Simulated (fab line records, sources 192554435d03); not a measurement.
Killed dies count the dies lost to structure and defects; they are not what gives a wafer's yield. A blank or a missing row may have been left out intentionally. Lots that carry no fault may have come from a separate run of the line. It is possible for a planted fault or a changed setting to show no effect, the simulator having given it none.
A lot that was struck, set against a sound lot + flow n5Finfet + 15 steps out of a route of 1938
Sound: these wafers, L466.2, L466.5, L466.6. Wafers L480.2, L480.3 were the ones struck. Last of all comes the cause.
At each step with rows: each side's tool, then ch and its chambers, then its first start. Under that, the readings that differ: sound wafers + struck wafers + difference of the means + sigmas: that difference in standard deviations of wafers without a fault.
alike: a reading whose means differ by less than 2 such deviations, as well as words and numbers matching on both sides. not compared: withheld readings; readings where some wafer has no value; bounds like >300 that might hide an equal value; numbers whose values overlap and for which the record gives no deviation.
A row with sigmas, a row that says differs or no value, or rows on one side alone: a step with any of these is where the two part. Non-overlapping numbers with no deviation appear without sigmas and do not part them. Lack of a reading on every wafer of one side parts them only where that side has two or more wafers.

first, 6 steps without rows for these wafers: N5_BEOL_M5_COAT_22 (resist thk 30 nm); N5_BEOL_M5_EBR_24; N5_BEOL_M5_SOFTBAKE_23 (time 60 s); N5_BEOL_M5_EXPOSE_25 (exposes mask V4, defocus 10 nm); N5_BEOL_M5_PEB_26 (peb time 60 s); N5_BEOL_M5_DEVELOP_27 (develop time 30 s).
N5_BEOL_M5_CD_MEAS_28: target cd 30.6 nm, target cd y 20 nm.
  sound on cdSem-03 ch 0, day 9 12:48; struck on cdSem-03 ch 0, day 13 05:36
  alike: cdNm
N5_BEOL_M5_OVL_MEAS_29:
  sound on overlay-02 ch 0, day 9 12:50; struck on overlay-02 ch 0, day 13 05:38
  alike: V4_OVL
N5_BEOL_M5_INSPECT_30: inspects for defects (brightfield).
  sound on defectInspect-02, day 9 12:53; struck on defectInspect-01, day 13 05:41
  alike: rawDefectCount
N5_BEOL_M5_DESCUM_33: chemistry O2, time 7 s.
  sound on rieDiel-01 ch 2,3, day 9 13:18; struck on rieDiel-05 ch 2,3, day 13 05:44
| reading                  | sound       | struck  | difference | sigmas |
|--------------------------|-------------|---------|------------|--------|
| drypumpMotorCurrentA (A) | 5.2 5.3 5.6 | 6.2 6.2 | +0.8       | +2     |
  alike: oesProductAu, rfVppV, showerheadPlenumPTorr, throttleValvePct
  not compared: rfHoursCounterH
N5_BEOL_M5_ETCH_75: etches underlayer in N2/H2, target depth 6.5 nm, time 5.2 s.
  sound on rieDiel-01 ch 2,3, day 9 13:20; struck on rieDiel-05 ch 2,3, day 13 05:46
  alike: drypumpMotorCurrentA, etchRfOnTimeS, oesProductAu, rfVppV, showerheadPlenumPTorr, throttleValvePct
  not compared: rfHoursCounterH
N5_BEOL_M5_ETCH_67: etches SiARC in CF4, target depth 15.6 nm, time 26 s.
  sound on rieDiel-01 ch 2,3, day 9 13:21; struck on rieDiel-05 ch 2,3, day 13 05:47
| reading                  | sound       | struck  | difference | sigmas |
|--------------------------|-------------|---------|------------|--------|
| drypumpMotorCurrentA (A) | 5.2 5.2 5.6 | 6.2 6.2 | +0.9       | +2     |
  alike: etchRfOnTimeS, oesProductAu, rfVppV, showerheadPlenumPTorr, throttleValvePct
  not compared: rfHoursCounterH
N5_BEOL_M5_ETCH_68: etches SOC in N2/H2, target depth 80 nm, overetch 16 nm, time 120 s.
  sound on rieDiel-01 ch 2,3, day 9 13:23; struck on rieDiel-05 ch 2,3, day 13 05:49
| reading                                   | sound             | struck      | difference | sigmas |
|-------------------------------------------|-------------------|-------------|------------|--------|
| runLengthS (s)                            | 142.8 142.6 143.8 | 130.2 130.6 | -12.7      | -29    |
| model.SiARC_of_BEOL_M5_COAT_66.thkNm (nm) | 6.2 6.2 6.4       | 6.6 6.8     | +0.4       |        |
  alike: drypumpMotorCurrentA, oesProductAu, rfVppV, showerheadPlenumPTorr, throttleValvePct
  not compared: rfHoursCounterH
then, 1 step without rows for these wafers: N5_BEOL_M5_STRIP_69 (strips in N2/H2).
-- the record jumps here: 4 days lie between the struck wafers' starts before and after (it left off in module BEOL_M5 and takes up again in module PASSIVATION, whose first step shown is number 1936 of the route) --
N5_PASSIVATION_PROBE_49:
  sound on prober-02, day 14 01:02; struck on prober-01, day 17 10:11
| reading          | sound    | struck | difference | sigmas |
|------------------|----------|--------|------------|--------|
| killedAtFrontEnd | 26 18 23 | 61 59  | +38        | +3     |
  alike: defectLimitedYield, killed_at_M0_to_M3, killed_at_M4_up, killedAtContacts, killedAtOther, killedDies, killedOpen, killedShort, sort_bin_5_function, sort_bin_6_memory, sortNPass, sortYieldPct

== WHERE THEY PART ==
Last at N5_PASSIVATION_PROBE_49 as far as this record goes, first at N5_BEOL_M5_DESCUM_33.

WHY: the cause the simulator had injected
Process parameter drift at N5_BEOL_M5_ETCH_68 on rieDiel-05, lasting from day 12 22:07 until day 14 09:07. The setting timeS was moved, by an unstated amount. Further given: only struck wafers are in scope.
